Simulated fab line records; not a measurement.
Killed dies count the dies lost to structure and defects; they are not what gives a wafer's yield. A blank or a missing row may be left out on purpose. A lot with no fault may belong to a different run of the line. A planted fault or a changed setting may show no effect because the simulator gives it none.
Chamber matching -- flow n5Finfet -- 4 sister chambers for N5_BEOL_M12_ETCH_67 on rieDiel-03
The step etches SiARC in CF4, target depth 143 nm, time 238.3 s. 8 wafers are shown with their chamber, then 9 later ones without.

WAFERS, EACH WITH ITS CHAMBER
wafer,chamber,showerheadPlenumPTorr (Torr),drypumpMotorCurrentA (A)
L086.4,3,2.17,5.8
L086.6,1,2.06,4.8
L087.1,0,2.19,6.3
L087.3,1,2.06,4.8
L087.5,0,2.19,6.3
L089.2,2,2.29,5.7
L089.3,3,2.16,5.8
L089.5,2,2.29,5.8

WAFERS WITHOUT THEIR CHAMBER
wafer,showerheadPlenumPTorr (Torr),drypumpMotorCurrentA (A)
L094.2,2.29,5.8
L094.3,2.19,6.2
L094.4,2.16,5.8
L096.1,2.29,5.8
L096.2,2.19,6.3
L096.6,2.16,5.8
L097.1,2.29,5.7
L097.3,2.05,4.8
L097.5,2.19,6.3

WHICH CHAMBER EACH ONE RAN IN
wafer,from the rows above,in truth
L094.2,2,2
L094.3,0,0
L094.4,3,3
L096.1,2,2
L096.2,0,0
L096.6,3,3
L097.1,2,2
L097.3,1,1
L097.5,0,0
Correctly placed: 9 of 9. Number that these rows cannot place: 0. Wrongly placed: 0.
How it was worked out, from the rows above alone: a wafer's distance from a chamber is the root of the sum, over the readings, of the square of ((its reading less the chamber's mean) divided by the reading's scatter). If the next closest chamber is less than 2 further off than the closest, the wafer can't be placed; otherwise it belongs to the closest. For every chamber, the mean is computed from those of its wafers that are shown. How the scatter is found: for the shown wafers, subtract from each reading the mean of its chamber, square and add these, divide the total by (wafers less chambers), then take the root.
